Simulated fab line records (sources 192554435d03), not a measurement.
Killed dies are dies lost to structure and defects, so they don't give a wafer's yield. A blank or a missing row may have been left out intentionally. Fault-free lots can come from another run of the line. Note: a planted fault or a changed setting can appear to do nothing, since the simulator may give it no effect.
Matching of chambers ; flow n5-finfet ; N5_BEOL_M5_STRIP_19 on rie-diel-02: 4 sister chambers
The step strips in O2. 4 wafers are shown with their chamber, then 7 later ones without.

## EACH WAFER AND ITS CHAMBER
wafer;chamber;showerhead-plenum-p-Torr (Torr)
L079.6;0;2.07
L084.5;3;2.08
L088.1;1;2.22
L088.2;2;2.10

## WAFERS WHOSE CHAMBER IS MISSING
wafer;showerhead-plenum-p-Torr (Torr)
L088.3;2.08
L094.1;2.08
L094.5;2.10
L094.6;2.21
L095.3;2.07
L095.5;2.07
L095.6;2.21

## EACH ONE'S CHAMBER
wafer;from the rows above;in truth
L088.3;can't be placed: 3 or 0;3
L094.1;can't be placed: 3 or 0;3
L094.5;2;2
L094.6;1;1
L095.3;can't be placed: 0 or 3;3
L095.5;can't be placed: 0 or 3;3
L095.6;1;1
Correctly placed: 3 of 7. Cannot be placed on the basis of these rows: 4; the candidates contain the true chamber in 4. Number placed wrongly: 0.
How it was worked out, from the rows above alone: a wafer's distance from a chamber is the root of the sum, over the readings, of the square of ((its reading less the chamber's mean) divided by the reading's scatter). The wafer belongs to the nearest chamber; if the next one is less than 2 further off, it can't be placed. A chamber's mean is the mean of its shown wafers. The scatter: root of mean squared gap, hidden wafer to nearest shown wafer, with one shown wafer a chamber.
